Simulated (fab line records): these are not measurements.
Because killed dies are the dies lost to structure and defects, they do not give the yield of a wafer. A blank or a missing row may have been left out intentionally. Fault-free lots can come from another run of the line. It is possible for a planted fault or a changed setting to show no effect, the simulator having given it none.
Split-lot experiment    flow n5-finfet    39 wafers read across 7 lots, on a route 1938 steps long

== THE SPLIT ITSELF ==
At N5_DUMMY_GATE_ETCH_31 (etches SiO2 in C4F6/O2, target depth 82.5 nm, time 27.5 s), the setting target-depth-a was moved away from the recipe's 825 angstrom on 12 of the 39 wafers read, by -12.7% to +12.5%. The other wafers ran this setting at the recipe's value.

The reading comes from the split's own step.

== THE READING ==
SOC_of_DUMMY_GATE_COAT_34.thk-nm (the simulator's own value, which no gauge read), in nm, at N5_DUMMY_GATE_ETCH_31 (etches SiO2 in C4F6/O2, target depth 82.5 nm, time 27.5 s). No usual value for it is given in the file. Here, 27 wafers ran the recipe; their average is 51.9 nm with a standard deviation of 0.26 nm.

wafer   tool, chamber at the split  target-depth-a as run, angstrom  against the recipe  SOC_of_DUMMY_GATE_COAT_34.thk-nm, nm  against lot-mates on the recipe
L074.1  rie-diel-03, 0              825                              recipe              51.6                                  -
L074.2  rie-diel-03, 2              825                              recipe              51.6                                  -
L074.3  rie-diel-03, 1              825                              recipe              51.6                                  -
L074.4  rie-diel-03, 2              825                              recipe              51.8                                  -
L074.5  rie-diel-03, 1              825                              recipe              51.4                                  -
L074.6  rie-diel-03, 0              825                              recipe              51.4                                  -
L076.1  rie-diel-06, 0              780.2                            -5.4%               52.4                                  +0.5
L076.2  rie-diel-06, 2              825                              recipe              51.8                                  -
L076.3  rie-diel-06, 1              780.2                            -5.4%               52.6                                  +0.7
L076.4  rie-diel-06, 3              780.2                            -5.4%               52.2                                  +0.3
L076.5  rie-diel-06, 2              825                              recipe              52                                    -
L076.6  rie-diel-06, 3              825                              recipe              51.8                                  -
L079.1  rie-diel-06, 3              762.9                            -7.5%               52.4                                  +0.4
L079.2  rie-diel-06, 1              825                              recipe              52                                    -
L079.3  rie-diel-06, 2              762.9                            -7.5%               52.4                                  +0.4
L079.4  rie-diel-06, 0              825                              recipe              52                                    -
L079.5  rie-diel-06, 3              762.9                            -7.5%               52.4                                  +0.4
L079.6  rie-diel-06, 0              825                              recipe              52                                    -
L081.1  rie-diel-06, 3              825                              recipe              51.8                                  -
L081.3  rie-diel-06, 0              825                              recipe              51.6                                  -
L081.5  rie-diel-06, 2              825                              recipe              51.8                                  -
L082.1  rie-diel-06, 2              928                              +12.5%              50.8                                  -1.2
L082.2  rie-diel-06, 1              825                              recipe              52.4                                  -
L082.3  rie-diel-06, 3              928                              +12.5%              50.8                                  -1.2
L082.4  rie-diel-06, 0              825                              recipe              51.6                                  -
L082.5  rie-diel-06, 3              825                              recipe              52                                    -
L082.6  rie-diel-06, 0              928                              +12.5%              50.8                                  -1.2
L083.1  rie-diel-06, 2              825                              recipe              52.2                                  -
L083.2  rie-diel-06, 3              720.4                            -12.7%              53.2                                  +1.0
L083.3  rie-diel-06, 0              825                              recipe              52                                    -
L083.4  rie-diel-06, 1              720.4                            -12.7%              53.4                                  +1.2
L083.6  rie-diel-06, 1              720.4                            -12.7%              53.4                                  +1.2
L083.5  rie-diel-06, 2              825                              recipe              52.4                                  -
L096.1  rie-diel-03, 0              825                              recipe              52                                    -
L096.2  rie-diel-03, 3              825                              recipe              52                                    -
L096.3  rie-diel-03, 2              825                              recipe              52.2                                  -
L096.4  rie-diel-03, 0              825                              recipe              52                                    -
L096.5  rie-diel-03, 2              825                              recipe              52                                    -
L096.6  rie-diel-03, 3              825                              recipe              51.8                                  -

FIT RESULTS
A straight line over all 39 wafers: SOC_of_DUMMY_GATE_COAT_34.thk-nm changes by -0.0955 nm for each +1% of target-depth-a; r = -0.91; the points scatter about the line by 0.24 nm.
The same after taking each lot's own level away (the mean of its wafers on the recipe; 39 wafers): -0.0883 nm for each +1%; r = -0.95; scatter 0.16 nm.
The reading moves by 1.1 nm for the largest change in target-depth-a, on that fit.
Measured against the standard deviation above, the lots' own levels, which go from 51.57 to 52.20 nm, span 2.5 times it.
Hence the lot-to-lot level has little effect on the slope; both slopes agree.
Check: with one of the wafers moved furthest among these (-12.7%) left out of the fit, the line predicts +1.11 nm for it against its lot-mates. It came out at +1 nm against them.

== OTHER SPLITS APPLIED TO THESE WAFERS ==
Note: prior to the reading, these wafers also went through further splits. Each is held against what the fit with the lots' levels taken away leaves over:
other split on the same wafers  wafers away from the commonest value  r with SOC_of_DUMMY_GATE_COAT_34.thk-nm (lot level and that fit taken away)
N5_DUMMY_GATE_ETCH_37 source-w  12                                    -0.02

== THE WHOLE CHAIN: every reading that the file lists as answering this split, in the file's order ==
step                   what it does                                               reading                                                                            change (the file's fit)                 r (the file's)
N5_DUMMY_GATE_ETCH_31  etches SiO2 in C4F6/O2, target depth 82.5 nm, time 27.5 s  etch.depth-nm (the simulator's own value, which no gauge read)                     +0.848 nm for each +1% of the setting   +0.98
N5_DUMMY_GATE_ETCH_31  etches SiO2 in C4F6/O2, target depth 82.5 nm, time 27.5 s  SOC_of_DUMMY_GATE_COAT_34.thk-nm (the simulator's own value, which no gauge read)  -0.0875 nm for each +1% of the setting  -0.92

== THE FILE'S OWN FIT ==
SOC_of_DUMMY_GATE_COAT_34.thk-nm changes by -0.0875 nm for each +1% of target-depth-a, r = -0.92.
